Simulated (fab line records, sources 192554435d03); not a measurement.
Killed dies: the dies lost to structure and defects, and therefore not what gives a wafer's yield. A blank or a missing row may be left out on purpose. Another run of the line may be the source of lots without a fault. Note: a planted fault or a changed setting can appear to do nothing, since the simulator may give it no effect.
8D (eight disciplines) problem report, filled in by code + flow n5 finfet + the parts of the form that need people (team, actions taken, sign-off) are left out

## 1. THE ISSUE
cd nm at N5_BEOL_M0_SAQP_CD_MEAS_14 reads a mean of 38.3 nm on 9 wafers of 3 lots; wafers without a fault read 42.6 nm with a standard deviation of 0.32. That is -13 standard deviations from the usual mean.
The step: target cd 42.5 nm.
First observed at day 7 19:55: wafer L587.2, on cd sem-01. The record holds 30 wafers of 10 lots with a number at this step. Rule for "out" (also "out of limits"): further than 4 standard deviations from the usual mean. All remaining wafers that have a number are taken as sound.

## 2. WHAT IT IS, AND WHAT IT ISN'T
| question                    | is                              | is not                                                                          |
|-----------------------------|---------------------------------|---------------------------------------------------------------------------------|
| which readings at this step | cd nm                           | -                                                                               |
| which lots                  | L587, L588, L589                | L581, L582, L584, L585, L592, L593, L596                                        |
| which wafers of those lots  | all that have a number          | -                                                                               |
| read on which gauges        | cd sem-01, cd sem-02, cd sem-03 | -                                                                               |
| when                        | from day 7 19:55                | up to then (12 sound wafers); but 9 sound wafers of L592, L593, L596 came after |

## 3. SUSPECTS, AND WHAT RULES EACH OUT
Counting: a tool at any process step up to the reading remains a suspect when it ran all the lots that are out and ran no sound lot after the first of those.
- the gauge at N5_BEOL_M0_SAQP_CD_MEAS_14 has been ruled out. The wafers that are out were read on 3 gauges (cd sem-01, cd sem-02, cd sem-03).
- plasma asher-01 at N5_MOL_CONTACT_COAG_STRIP_49 (strips in N2/H2, time 30 s): ruled out as a lasting fault. The sound lots L592, L593, L596 went through it after L587, its earliest lot that is out (day 7 13:29).
- litho track-02 at N5_BEOL_M0_SAQP_PEB_12 (peb time 60 s): kept. It processed each lot that is out, first L587 at day 7 19:51, and no sound lot thereafter; up to then, the last sound lot it processed was L585 at day 7 07:26.
Remaining after the count: litho track-02 at N5_BEOL_M0_SAQP_PEB_12.

## 4. THE CAUSE (what the simulator had put in)
Process parameters drifting: litho track-02 at N5_BEOL_M0_SAQP_PEB_12, beginning at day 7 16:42. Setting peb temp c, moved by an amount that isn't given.
Only this tool survived the counting.

## 5. SEQUENCE OF EFFECTS, ordered by route
Each row: a reading whose mean over the struck wafers that have a number lies more than 3 standard deviations from the usual. Only readings for which the record gives a usual standard deviation are gone through. hours: the time from each lot's start at the first step in this table that gives one to its start at this step, as a median over the lots. sigmas: the change in usual standard deviations.
| hours | step                       | reading | usual   | on struck wafers | change | sigmas |
|-------|----------------------------|---------|---------|------------------|--------|--------|
| 0     | N5_BEOL_M0_SAQP_CD_MEAS_14 | cd nm   | 42.6 nm | 38.3             | -4.3   | -13    |
Later steps that measure or inspect, where all struck wafers having a row at the step show a number for every such reading and not one has moved that far: N5_BEOL_M4_RC_MEAS_101.

## 6. HOW IT WOULD HAVE BEEN CAUGHT EARLIER
In this record the first reading out of limits at a measuring or inspecting step was taken at day 7 19:55, 3 hours after the fault began at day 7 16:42.
Lots out: 3; of these, L588, L589 started N5_BEOL_M0_SAQP_PEB_12 on litho track-02 after day 7 19:55. A hold on the tool at that time would have spared those 2.
